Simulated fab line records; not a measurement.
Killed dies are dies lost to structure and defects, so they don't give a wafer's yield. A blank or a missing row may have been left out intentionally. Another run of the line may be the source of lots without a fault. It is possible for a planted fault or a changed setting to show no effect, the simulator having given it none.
fab line records    flow n5-finfet    part 2 of 2: steps 5 to 6 of 6
[record] lots = 22  wafers = 66  last-day = 19
route steps=1938 shown FIN_SAQP@96
lots untouched by any fault: they come from a run of this same line in which no faults occurred
start-h: the number of hours between the record's first day and the start of the first shown wafer of the lot    wait-h: hours from the lot's prior step to this one    " repeats the value in the row above    L1.1+2: several wafers, shown together as one row    - no value, or no start given    * or withheld: withheld    < > ~ a bound
route shown NAME@n: names a module that has steps shown in the file, with the first one's number in the route    usual: mean/standard deviation of fault-free wafers    same: alike in all rows    chamber/n: place in a boat    sites: each site's reading    _std_site: how widely they spread, as a standard deviation    _edge_site: inner sites' mean taken away from outer sites' mean    radius-mm: for every site, how far away it sits from the centre of the wafer    mask NAME#n: copy n    behind: the tool/chamber that last shaped the wafer    hold: the reason the lot was held/the length of the hold in hours/how it ended    device: the transistor (n, p or np) that didn't switch    end of line: tests of these same wafers at the route's end    step lacking rows: just its recipe    killed: at the first sort, the dies lost to defects and structure; wafer yield is something else    map: a wafer's dies, marking killed ones x, the rest . and places with no die _
set.NAME: the setting as run; set.NAME@STEP: as run at that earlier step    model.NAME: the simulator's own value behind a step, which no gauge read
one table for each step of the route and one row for each wafer, over a sample of lots
services: the hour from which a tool's chamber was out of use, counted from the record's first day as start-h (under 0 if before that day), plus the number of hours and why
[[steps]]
[step N5_FIN_SAQP_RECESS_71]
[recipe] chemistry = HF/NH3  target = SiO2  target-depth-a = 30  afs-cycles = 1  temp-c = 30  sublimation-temp-c = 180  sublimation-time-s = 60
[usual] drypump-motor-current-A = 5.7/0.31  sublimation-temp-c = 179.99/0.15
[same] afs-cycles = 1
lot.wafer  tool           chamber  start-h  wait-h  drypump-motor-current-A  sublimation-temp-c
L075.3     vapor-etch-01  0        32.31    0.4     5.6                      179.86
L075.4     "              1        "        "       6.0                      180.34
L075.6     "              0        "        "       5.6                      180.17
L076.1     vapor-etch-01  1        38.43    0.0     6.0                      179.88
L076.2     "              0        "        "       5.6                      180.17
L076.6     "              1        "        "       6.0                      179.87
L077.3     vapor-etch-02  1        43.19    0.1     5.1                      180.17
L077.4     "              0        "        "       5.7                      179.91
L077.5     "              0        "        "       5.7                      179.97
L079.1     vapor-etch-01  0        55.07    0.2     5.6                      179.96
L079.3     "              0        "        "       5.6                      180.09
L079.6     "              1        "        "       6.0                      179.84
L080.1     vapor-etch-02  1        60.97    0.0     5.1                      180.17
L080.2     "              0        "        "       5.7                      179.94
L080.6     "              0        "        "       5.7                      180.28
L081.1     vapor-etch-01  0        70.10    0.0     5.6                      180.14
L081.4     "              0        "        "       5.6                      179.83
L081.6     "              1        "        "       6.0                      179.93
L082.2     vapor-etch-01  1        74.89    0.0     6.0                      179.96
L082.4     "              0        "        "       5.6                      180.14
L082.5     "              0        "        "       5.6                      180.26
L083.2     vapor-etch-01  0        81.01    0.0     5.6                      179.89
L083.3     "              0        "        "       5.6                      179.87
L083.4     "              1        "        "       6.0                      179.81
L084.4     vapor-etch-01  1        85.66    0.1     6.0                      179.99
L084.5     "              0        "        "       5.6                      179.93
L084.6     "              1        "        "       6.0                      179.99
L085.3     vapor-etch-01  1        92.20    0.1     6.0                      179.72
L085.4     "              0        "        "       5.6                      180.05
L085.5     "              0        "        "       5.6                      179.91
L086.1     vapor-etch-02  0        97.21    0.0     5.7                      180.03
L086.3     "              1        "        "       5.1                      180.10
L086.5     "              1        "        "       5.1                      180.14
L087.3     vapor-etch-01  0        104.51   0.1     5.6                      180.15
L087.4     "              1        "        "       6.0                      179.98
L087.6     "              0        "        "       5.6                      180.15
L088.1     vapor-etch-01  1        109.74   0.0     6.0                      179.70
L088.3     "              0        "        "       5.6                      179.91
L088.4     "              1        "        "       6.0                      179.78
L089.1     vapor-etch-02  1        115.28   0.0     5.1                      179.93
L089.2     "              0        "        "       5.7                      180.00
L089.6     "              0        "        "       5.7                      180.16
L090.1     vapor-etch-01  1        122.53   0.0     6.0                      179.90
L090.2     "              0        "        "       5.6                      179.74
L090.4     "              0        "        "       5.6                      180.07
L091.4     vapor-etch-02  1        127.14   0.1     5.1                      180.00
L091.5     "              0        "        "       5.7                      179.92
L091.6     "              1        "        "       5.1                      180.05
L092.1     vapor-etch-01  1        132.64   0.0     6.0                      179.81
L092.3     "              1        "        "       6.0                      179.99
L092.4     "              0        "        "       5.6                      179.88
L093.1     vapor-etch-02  1        139.37   0.0     5.1                      180.05
L093.2     "              0        "        "       5.7                      180.01
L093.5     "              0        "        "       5.7                      180.00
L094.1     vapor-etch-01  1        144.77   0.0     6.0                      180.22
L094.3     "              1        "        "       6.0                      180.21
L094.5     "              0        "        "       5.6                      179.97
L095.4     vapor-etch-02  0        152.63   0.1     5.7                      180.11
L095.5     "              1        "        "       5.1                      180.02
L095.6     "              0        "        "       5.7                      179.84
L096.3     vapor-etch-01  1        157.08   0.1     6.0                      179.95
L096.5     "              1        "        "       6.0                      180.15
L096.6     "              0        "        "       5.6                      179.89
L097.2     vapor-etch-01  1        164.10   0.0     6.0                      180.08
L097.3     "              1        "        "       6.0                      180.14
L097.5     "              0        "        "       5.6                      179.80
[step N5_FIN_SAQP_MANDREL2_REMOVE_60]
[recipe] chemistry = HBr/Cl2/O2  bt-time-s = 10  target = a-Si  stop-on = SiNx  endpoint = OES-SiCl  over-etch-frac = 1  icp-w = 600  bias-w = 22  HBr_flow_sccm = 150  Cl2_flow_sccm = 80  O2_flow_sccm = 5  pressure-mtorr = 10
[usual] HBr_flow_sccm = 150.1/0.47  drypump-motor-current-A = 5.8/0.33  oes-product-au = 1.009/0.021  throttle-valve-pct = 36.6/0.35
lot.wafer  tool       chamber  start-h  wait-h  HBr_flow_sccm  drypump-motor-current-A  oes-product-au  rf-hours-counter-h  throttle-valve-pct
L075.3     rie-si-06  2        33.01    0.1     149.9          6.3                      1.039           4                   36.5
L075.4     "          2        "        "       150.8          6.3                      1.033           -                   36.5
L075.6     "          1        "        "       148.8          5.7                      0.992           -                   36.4
L076.1     rie-si-02  3        38.98    0.1     149.5          6.0                      1.022           108                 37.0
L076.2     "          2        "        "       149.6          5.7                      1.000           96                  36.9
L076.6     "          1        "        "       150.2          6.1                      0.967           -                   35.8
L077.3     rie-si-04  0        44.58    0.1     150.5          5.5                      1.033           4                   36.3
L077.4     "          3        "        "       149.6          5.3                      1.015           79                  36.6
L077.5     "          1        "        "       150.0          5.6                      0.971           -                   36.8
L079.1     rie-si-06  2        56.26    0.1     149.8          6.2                      1.033           5                   36.5
L079.3     "          0        "        "       150.3          5.9                      1.015           56                  36.8
L079.6     "          1        "        "       150.3          5.7                      0.995           -                   36.4
L080.1     rie-si-06  0        61.79    0.1     150.5          5.9                      1.009           56                  36.8
L080.2     "          1        "        "       150.1          5.7                      1.002           134                 36.4
L080.6     "          1        "        "       150.2          5.7                      0.996           -                   36.4
L081.1     rie-si-02  2        70.70    0.1     150.1          5.7                      1.017           97                  36.9
L081.4     "          1        "        "       151.1          6.1                      0.986           67                  35.8
L081.6     "          0        "        "       150.1          5.3                      1.004           -                   36.8
L082.2     rie-si-02  2        75.45    0.1     150.4          5.7                      1.003           97                  36.9
L082.4     "          0        "        "       150.1          5.3                      1.007           97                  36.8
L082.5     "          3        "        "       150.9          6.0                      1.031           -                   37.0
L083.2     rie-si-02  2        81.57    0.1     149.9          5.7                      1.015           97                  36.9
L083.3     "          3        "        "       150.1          6.0                      1.030           109                 37.0
L083.4     "          0        "        "       150.3          5.3                      1.009           97                  36.8
L084.4     rie-si-02  0        86.26    0.1     150.5          5.3                      0.992           97                  36.8
L084.5     "          1        "        "       150.4          6.1                      0.984           -                   35.8
L084.6     "          0        "        "       150.4          5.3                      1.002           -                   36.8
L085.3     rie-si-06  2        92.71    0.1     150.6          6.3                      1.033           6                   36.5
L085.4     "          2        "        "       149.8          6.3                      1.026           -                   36.5
L085.5     "          1        "        "       150.2          5.7                      1.006           -                   36.4
L086.1     rie-si-06  0        97.99    0.1     150.1          5.9                      1.008           57                  36.8
L086.3     "          1        "        "       149.8          5.7                      0.992           135                 36.4
L086.5     "          0        "        "       150.0          5.9                      1.014           -                   36.8
L087.3     rie-si-04  2        105.03   0.1     150.4          4.9                      0.989           3                   37.0
L087.4     "          0        "        "       150.3          5.5                      1.025           6                   36.3
L087.6     "          2        "        "       150.2          4.9                      0.986           -                   37.0
L088.1     rie-si-06  2        110.38   0.1     150.1          6.3                      1.050           6                   36.5
L088.3     "          1        "        "       149.6          5.7                      1.011           135                 36.4
L088.4     "          0        "        "       149.6          5.9                      1.003           -                   36.8
L089.1     rie-si-06  1        115.83   0.1     149.5          5.7                      1.001           136                 36.4
L089.2     "          0        "        "       150.6          5.9                      1.006           57                  36.8
L089.6     "          0        "        "       150.9          5.9                      1.005           -                   36.8
L090.1     rie-si-02  1        123.08   0.1     151.0          6.1                      0.971           68                  35.8
L090.2     "          2        "        "       149.7          5.7                      0.993           98                  36.9
L090.4     "          3        "        "       150.0          6.0                      1.032           110                 37.0
L091.4     rie-si-06  1        127.72   0.1     149.1          5.7                      1.005           -                   36.4
L091.5     "          2        "        "       149.9          6.3                      1.035           -                   36.5
L091.6     "          1        "        "       149.2          5.7                      1.008           -                   36.4
L092.1     rie-si-02  3        133.66   0.1     149.9          6.0                      1.042           110                 37.0
L092.3     "          2        "        "       149.8          5.7                      1.001           98                  36.9
L092.4     "          1        "        "       149.8          6.1                      0.986           68                  35.8
L093.1     rie-si-02  1        139.93   0.1     150.7          6.1                      0.978           69                  35.8
L093.2     "          3        "        "       150.5          6.0                      1.030           110                 37.0
L093.5     "          2        "        "       150.6          5.7                      1.006           -                   36.9
L094.1     rie-si-06  1        145.33   0.1     150.1          5.7                      0.994           136                 36.4
L094.3     "          0        "        "       149.4          5.9                      1.023           58                  36.8
L094.5     "          1        "        "       150.0          5.7                      0.997           -                   36.4
L095.4     rie-si-02  3        153.35   0.1     150.0          6.0                      1.034           110                 37.0
L095.5     "          2        "        "       150.1          5.7                      0.993           -                   36.9
L095.6     "          3        "        "       150.3          6.0                      1.023           -                   37.0
L096.3     rie-si-04  0        157.60   0.1     149.9          5.5                      1.003           7                   36.3
L096.5     "          0        "        "       150.5          5.5                      1.010           -                   36.3
L096.6     "          3        "        "       150.3          5.3                      1.022           -                   36.6
L097.2     rie-si-06  2        166.60   0.1     150.5          6.2                      1.039           7                   36.5
L097.3     "          0        "        "       150.5          5.9                      1.013           58                  36.8
L097.5     "          2        "        "       149.8          6.3                      1.044           -                   36.5
[[services]]
tool           chamber  start-h  hours  kind
rie-diel-02    -        5.87     2.8    pm
pecvd-01       0        9.58     8.7    repair
rie-diel-01    2        9.68     9.1    repair
rie-diel-02    1        23.70    4.1    repair
vapor-etch-02  -        31.69    4.9    repair
rie-si-02      1        43.69    3.7    repair
rie-diel-01    -        55.43    14.6   pm
pecvd-04       -        68.07    1.5    repair
rie-diel-01    1        71.65    13.0   repair
rie-diel-04    3        85.35    15.4   repair
pecvd-01       -        88.76    2.8    repair
rie-diel-01    3        89.17    31.4   repair
pecvd-01       1        93.37    5.5    scheduled-down
pecvd-01       -        94.07    6.0    pm
rie-diel-04    2        100.77   -      clean
rie-diel-04    2        100.77   -      consumable-replace:focus-ring
rie-diel-04    2        100.77   24.5   scheduled-down
rie-si-02      2        108.39   5.3    repair
rie-diel-01    -        116.22   0.3    repair
rie-si-06      0        120.28   8.8    repair
rie-diel-04    -        134.04   2.8    pm
rie-si-06      2        148.45   9.2    repair
rie-si-06      -        149.39   14.6   pm
rie-si-06      1        165.99   5.2    repair
